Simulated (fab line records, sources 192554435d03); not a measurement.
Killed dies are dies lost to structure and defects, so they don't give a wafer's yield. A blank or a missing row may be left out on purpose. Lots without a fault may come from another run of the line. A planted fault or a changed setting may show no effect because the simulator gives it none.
Chamber matching | flow n5_finfet | N5_BEOL_M5_ETCH_75 on rie_diel-06: 4 sister chambers
The step etches underlayer in N2/H2, target depth 6.5 nm, time 5.2 s. 18 wafers are shown with their chamber, then 9 later ones without.

WAFERS WITH THEIR CHAMBER
wafer  | chamber | showerhead_plenum_p_Torr (Torr) | drypump_motor_current_A (A) | throttle_valve_pct (%)
L076.2 | 1       | 2.41                            | 5.6                         | 18.1
L076.5 | 0       | 2.48                            | 5.7                         | 17.3
L076.6 | 1       | 2.41                            | 5.6                         | 18.1
L075.1 | 3       | 2.72                            | 5.4                         | 18.1
L075.4 | 2       | 2.63                            | 5.8                         | 17.5
L075.5 | 2       | 2.63                            | 5.8                         | 17.5
L080.2 | 0       | 2.47                            | 5.7                         | 17.3
L080.4 | 2       | 2.62                            | 5.8                         | 17.5
L080.5 | 3       | 2.71                            | 5.4                         | 18.2
L085.2 | 0       | 2.47                            | 5.7                         | 17.3
L085.3 | 1       | 2.40                            | 5.6                         | 18.1
L085.6 | 1       | 2.40                            | 5.7                         | 18.1
L088.1 | 0       | 2.47                            | 5.7                         | 17.4
L088.5 | 1       | 2.40                            | 5.6                         | 18.2
L088.6 | 0       | 2.47                            | 5.7                         | 17.3
L087.1 | 2       | 2.62                            | 5.8                         | 17.5
L087.2 | 1       | 2.40                            | 5.7                         | 18.1
L087.6 | 0       | 2.47                            | 5.7                         | 17.4

SIGNATURES (means of the wafers above)
reading                  | chamber 0 | chamber 1 | chamber 2 | chamber 3 | scatter within a chamber
showerhead_plenum_p_Torr | 2.4717    | 2.4033    | 2.6250    | 2.7150    | 0.00512
drypump_motor_current_A  | 5.700     | 5.633     | 5.800     | 5.400     | 0.0309
throttle_valve_pct       | 17.333    | 18.117    | 17.500    | 18.150    | 0.0436
Rule: a wafer's distance from a chamber is the root of the sum, over the readings, of the square of ((its reading less the chamber's mean) divided by the reading's scatter). The wafer belongs to the nearest chamber; if the next one is less than 2 further off, it can't be placed. The scatter: the root of (the sum of the squares of (reading less its chamber's mean) over the shown wafers, divided by (wafers less chambers)).

WAFERS WITHOUT THEIR CHAMBER
wafer  | showerhead_plenum_p_Torr (Torr) | drypump_motor_current_A (A) | throttle_valve_pct (%)
L090.2 | 2.46                            | 5.7                         | 17.4
L090.3 | 2.39                            | 5.6                         | 18.2
L090.6 | 2.39                            | 5.7                         | 18.1
L095.1 | 2.61                            | 5.8                         | 17.5
L095.3 | 2.39                            | 5.7                         | 18.1
L095.6 | 2.61                            | 5.8                         | 17.6
L096.1 | 2.39                            | 5.6                         | 18.2
L096.5 | 2.39                            | 5.6                         | 18.2
L096.6 | 2.46                            | 5.7                         | 17.4

WHICH CHAMBER EACH WENT THROUGH
wafer  | from the rows above | in truth
L090.2 | 0                   | 0
L090.3 | 1                   | 1
L090.6 | 1                   | 1
L095.1 | 2                   | 2
L095.3 | 1                   | 1
L095.6 | 2                   | 2
L096.1 | 1                   | 1
L096.5 | 1                   | 1
L096.6 | 0                   | 0
Placed correctly: 9 of 9. Can't be placed from these rows: 0. Placed wrongly: 0.
